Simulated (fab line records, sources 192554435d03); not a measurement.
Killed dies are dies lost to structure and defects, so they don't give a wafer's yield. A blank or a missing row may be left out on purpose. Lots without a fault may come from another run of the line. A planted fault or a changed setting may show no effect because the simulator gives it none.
Chamber matching | flow n5_finfet | N5_BEOL_M10_CURE_71 on uv_cure-02: 3 sister chambers
The step cures SiCOH lowk, time 240 s. 20 wafers are shown with their chamber, then 10 later ones without.

WAFERS WITH THEIR CHAMBER
wafer  | chamber | wafer_temp_C_max | lamp_power_pct (%)
L074.3 | 0       | 386.7            | 52.44
L074.4 | 0       | 386.4            | 52.36
L074.5 | 0       | 386.4            | 52.33
L077.1 | 1       | 385.8            | 52.36
L077.2 | 1       | 386.5            | 52.34
L077.5 | 1       | 385.7            | 52.21
L076.2 | 0       | 386.5            | 52.39
L076.5 | 0       | 386.3            | 52.29
L076.6 | 0       | 386.9            | 52.36
L080.1 | 0       | 386.4            | 52.35
L080.3 | 0       | 386.1            | 52.31
L080.5 | 0       | 386.4            | 52.36
L079.1 | 2       | 385.9            | 52.32
L079.4 | 2       | 386.6            | 52.25
L079.5 | 2       | 386.9            | 52.22
L082.1 | 0       | 387.0            | 52.36
L082.2 | 0       | 386.3            | 52.25
L082.6 | 0       | 386.5            | 52.21
L085.1 | 0       | 386.5            | 52.32
L085.3 | 0       | 386.3            | 52.27

SIGNATURES (means of the wafers above)
reading          | chamber 0 | chamber 1 | chamber 2 | scatter within a chamber
wafer_temp_C_max | 386.479   | 386.000   | 386.467   | 0.313
lamp_power_pct   | 52.3286   | 52.3033   | 52.2633   | 0.0617
Rule: a wafer's distance from a chamber is the root of the sum, over the readings, of the square of ((its reading less the chamber's mean) divided by the reading's scatter). The wafer belongs to the nearest chamber; if the next one is less than 2 further off, it can't be placed. The scatter: the root of (the sum of the squares of (reading less its chamber's mean) over the shown wafers, divided by (wafers less chambers)).

WAFERS WITHOUT THEIR CHAMBER
wafer  | wafer_temp_C_max | lamp_power_pct (%)
L085.6 | 386.2            | 52.33
L091.4 | 387.5            | 52.31
L091.5 | 387.0            | 52.23
L091.6 | 386.4            | 52.37
L093.3 | 387.3            | 52.37
L093.5 | 387.3            | 52.30
L093.6 | 387.2            | 52.32
L094.1 | 386.2            | 52.32
L094.3 | 386.7            | 52.26
L094.5 | 386.4            | 52.26

WHICH CHAMBER EACH WENT THROUGH
wafer  | from the rows above          | in truth
L085.6 | can't be placed: 1 or 0 or 2 | 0
L091.4 | can't be placed: 0 or 2 or 1 | 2
L091.5 | can't be placed: 2 or 0 or 1 | 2
L091.6 | can't be placed: 0 or 1 or 2 | 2
L093.3 | can't be placed: 0 or 2 or 1 | 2
L093.5 | can't be placed: 0 or 2 or 1 | 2
L093.6 | can't be placed: 0 or 2 or 1 | 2
L094.1 | can't be placed: 1 or 0 or 2 | 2
L094.3 | can't be placed: 2 or 0 or 1 | 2
L094.5 | can't be placed: 2 or 0 or 1 | 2
Placed correctly: 0 of 10. Can't be placed from these rows: 10 (the true chamber is among the candidates in 10). Placed wrongly: 0.
